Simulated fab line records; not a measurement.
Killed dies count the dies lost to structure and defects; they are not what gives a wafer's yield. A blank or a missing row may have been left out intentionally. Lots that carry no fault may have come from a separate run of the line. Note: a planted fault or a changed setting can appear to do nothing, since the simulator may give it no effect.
Chamber matching -- flow n5-finfet -- 4 sister chambers for N5_BEOL_M0_STRIP_140 on rie-diel-05
The step strips in CF4. 20 wafers are shown with their chamber, then 10 later ones without.

WAFERS, EACH WITH ITS CHAMBER
wafer,chamber,drypump-motor-current-A (A),showerhead-plenum-p-Torr (Torr),throttle-valve-pct (%)
L076.1,3,5.7,1.86,13.82
L076.2,1,5.8,1.77,13.45
L076.3,2,5.2,1.75,13.23
L077.1,3,5.6,1.86,13.80
L077.2,1,5.8,1.77,13.45
L077.4,2,5.2,1.75,13.25
L079.2,1,5.8,1.77,13.46
L079.3,2,5.2,1.75,13.25
L079.5,3,5.6,1.86,13.83
L083.3,2,5.2,1.75,13.26
L083.4,3,5.6,1.86,13.86
L083.6,0,5.5,1.81,13.03
L087.1,3,5.6,1.86,13.85
L087.3,2,5.2,1.74,13.30
L087.5,2,5.2,1.74,13.29
L089.1,1,5.8,1.76,13.52
L089.3,3,5.6,1.86,13.86
L089.6,1,5.8,1.76,13.52
L090.1,3,5.7,1.86,13.90
L090.4,0,5.5,1.81,13.03

SIGNATURES, as means of the wafers listed above
reading,chamber 0,chamber 1,chamber 2,chamber 3,scatter within a chamber
drypump-motor-current-A,5.500,5.800,5.200,5.629,0.0299
showerhead-plenum-p-Torr,1.8100,1.7660,1.7467,1.8600,0.00398
throttle-valve-pct,13.0300,13.4800,13.2633,13.8457,0.0309
Rule: distance of a wafer from a chamber = root of the sum over the readings of ((wafer's reading minus chamber's mean) / reading's scatter) squared. If the next closest chamber is less than 2 further off than the closest, the wafer can't be placed; otherwise it belongs to the closest. The scatter: the root of (the sum of the squares of (reading less its chamber's mean) over the shown wafers, divided by (wafers less chambers)).

WAFERS MISSING THEIR CHAMBER
wafer,drypump-motor-current-A (A),showerhead-plenum-p-Torr (Torr),throttle-valve-pct (%)
L090.6,5.2,1.74,13.33
L092.1,5.8,1.76,13.55
L092.2,5.2,1.74,13.33
L092.4,5.5,1.81,13.07
L096.1,5.2,1.74,13.32
L096.5,5.5,1.81,13.08
L096.6,5.6,1.85,13.90
L097.1,5.8,1.76,13.56
L097.2,5.2,1.74,13.35
L097.6,5.2,1.74,13.34

EACH ONE'S CHAMBER
wafer,from the rows above,in truth
L090.6,2,2
L092.1,1,1
L092.2,2,2
L092.4,0,0
L096.1,2,2
L096.5,0,0
L096.6,3,3
L097.1,1,1
L097.2,2,2
L097.6,2,2
10 of 10 placed correctly. Left unplaced by these rows: 0. Placed wrongly: 0.
